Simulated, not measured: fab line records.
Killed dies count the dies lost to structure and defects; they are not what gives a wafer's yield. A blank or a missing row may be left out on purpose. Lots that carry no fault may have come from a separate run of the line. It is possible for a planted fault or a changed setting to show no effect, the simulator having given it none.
Lot-split experiment :: flow n5_finfet :: 7 lots, 21 wafers read, on a route of 1938 steps

THE SPLIT ITSELF
At N5_PASSIVATION_EXPOSE_27 (exposes mask PAD, defocus 0 nm), the setting dose_mj was moved away from the recipe's 32.3 on 4 of the 21 wafers read, by -5.9% to -2.2%. This setting was run at the recipe's value on the other wafers.

FROM THE SPLIT TO THE READING: what the file shows between them, 3 steps
- N5_PASSIVATION_PEB_28
- N5_PASSIVATION_DEVELOP_29: develop time 60 s
- N5_PASSIVATION_HARDBAKE_31: time 120 s

THE READING
Shown in nm: cd_nm at N5_PASSIVATION_CD_MEAS_30, with target cd 4000 nm. On this fab line, fault-free wafers typically give 3999.2 nm with a standard deviation of 1.9 nm.

wafer: L074.1
tool, chamber at the split: krf_scanner-01, 0
dose_mj as run: 32.3
against the recipe: recipe
cd_nm, nm: 4000.0
against lot-mates on the recipe: -

wafer: L074.4
tool, chamber at the split: krf_scanner-01, 0
dose_mj as run: 32.3
against the recipe: recipe
cd_nm, nm: 4000.4
against lot-mates on the recipe: -

wafer: L074.6
tool, chamber at the split: krf_scanner-01, 0
dose_mj as run: 32.3
against the recipe: recipe
cd_nm, nm: 4000.4
against lot-mates on the recipe: -

wafer: L078.1
tool, chamber at the split: krf_scanner-02, 0
dose_mj as run: 32.3
against the recipe: recipe
cd_nm, nm: 3998.5
against lot-mates on the recipe: -

wafer: L078.2
tool, chamber at the split: krf_scanner-02, 0
dose_mj as run: 32.3
against the recipe: recipe
cd_nm, nm: 4001.0
against lot-mates on the recipe: -

wafer: L078.6
tool, chamber at the split: krf_scanner-02, 0
dose_mj as run: 32.3
against the recipe: recipe
cd_nm, nm: 3996.8
against lot-mates on the recipe: -

wafer: L079.1
tool, chamber at the split: krf_scanner-02, 0
dose_mj as run: 32.3
against the recipe: recipe
cd_nm, nm: 3996.1
against lot-mates on the recipe: -

wafer: L079.2
tool, chamber at the split: krf_scanner-02, 0
dose_mj as run: 32.3
against the recipe: recipe
cd_nm, nm: 3997.4
against lot-mates on the recipe: -

wafer: L079.6
tool, chamber at the split: krf_scanner-02, 0
dose_mj as run: 32.3
against the recipe: recipe
cd_nm, nm: 4001.5
against lot-mates on the recipe: -

wafer: L085.1
tool, chamber at the split: krf_scanner-01, 0
dose_mj as run: 31.59
against the recipe: -2.2%
cd_nm, nm: 3997.0
against lot-mates on the recipe: -4.6

wafer: L085.3
tool, chamber at the split: krf_scanner-01, 0
dose_mj as run: 31.59
against the recipe: -2.2%
cd_nm, nm: 3995.8
against lot-mates on the recipe: -5.8

wafer: L085.5
tool, chamber at the split: krf_scanner-01, 0
dose_mj as run: 32.3
against the recipe: recipe
cd_nm, nm: 4001.6
against lot-mates on the recipe: -

wafer: L094.4
tool, chamber at the split: krf_scanner-01, 0
dose_mj as run: 32.3
against the recipe: recipe
cd_nm, nm: 3996.6
against lot-mates on the recipe: -

wafer: L094.5
tool, chamber at the split: krf_scanner-01, 0
dose_mj as run: 32.3
against the recipe: recipe
cd_nm, nm: 3998.3
against lot-mates on the recipe: -

wafer: L094.6
tool, chamber at the split: krf_scanner-01, 0
dose_mj as run: 32.3
against the recipe: recipe
cd_nm, nm: 3998.7
against lot-mates on the recipe: -

wafer: L093.1
tool, chamber at the split: krf_scanner-02, 0
dose_mj as run: 32.3
against the recipe: recipe
cd_nm, nm: 3996.9
against lot-mates on the recipe: -

wafer: L093.4
tool, chamber at the split: krf_scanner-02, 0
dose_mj as run: 30.4
against the recipe: -5.9%
cd_nm, nm: 3985.2
against lot-mates on the recipe: -12.3

wafer: L093.6
tool, chamber at the split: krf_scanner-02, 0
dose_mj as run: 32.3
against the recipe: recipe
cd_nm, nm: 3998.1
against lot-mates on the recipe: -

wafer: L095.1
tool, chamber at the split: krf_scanner-02, 0
dose_mj as run: 31.54
against the recipe: -2.4%
cd_nm, nm: 3991.7
against lot-mates on the recipe: -6.6

wafer: L095.2
tool, chamber at the split: krf_scanner-02, 0
dose_mj as run: 32.3
against the recipe: recipe
cd_nm, nm: 3998.7
against lot-mates on the recipe: -

wafer: L095.6
tool, chamber at the split: krf_scanner-02, 0
dose_mj as run: 32.3
against the recipe: recipe
cd_nm, nm: 3997.9
against lot-mates on the recipe: -

THE FIT
A straight line over all 21 wafers: cd_nm changes by +2.17 nm for each +1% of dose_mj; r = +0.87; the points scatter about the line by 1.9 nm.
The same after taking each lot's own level away (the mean of its wafers on the recipe; 21 wafers): +2.21 nm for each +1%; r = +0.93; scatter 1.3 nm.
According to that fit, moving dose_mj by its largest amount changes the reading by 13 nm.
From 3997.50 to 4001.60 nm: that is the span of the lots' own levels, equal to 2.2 times the standard deviation above.
Consequently the slope shifts little with the lot-to-lot level, the two slopes agreeing.
Check: with one of the wafers moved furthest among these (-5.9%) left out of the fit, the line predicts -14.9 nm for it against its lot-mates. It came out at -12.3 nm against them.

THE OTHER SPLITS THESE WAFERS WENT THROUGH
Other splits were also applied to these wafers ahead of the reading. Each is held against what the fit with the lots' levels taken away leaves over:
other split on the same wafers: N5_BEOL_M15_ETCH_61 time_s
wafers away from the commonest value: 6
r with cd_nm (lot level and that fit taken away): +0.06

other split on the same wafers: N5_BEOL_M15_SPUTTER_44 power_w
wafers away from the commonest value: 5
r with cd_nm (lot level and that fit taken away): -0.29

other split on the same wafers: N5_MIM_TOP_LITHO_EXPOSE_05 dose_mj
wafers away from the commonest value: 7
r with cd_nm (lot level and that fit taken away): -0.07

other split on the same wafers: N5_PASSIVATION_AL_DEP_21 time_s
wafers away from the commonest value: 5
r with cd_nm (lot level and that fit taken away): +0.03

FILE'S OWN FIT
cd_nm changes by +2.21 nm for each +1% of dose_mj, r = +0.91.
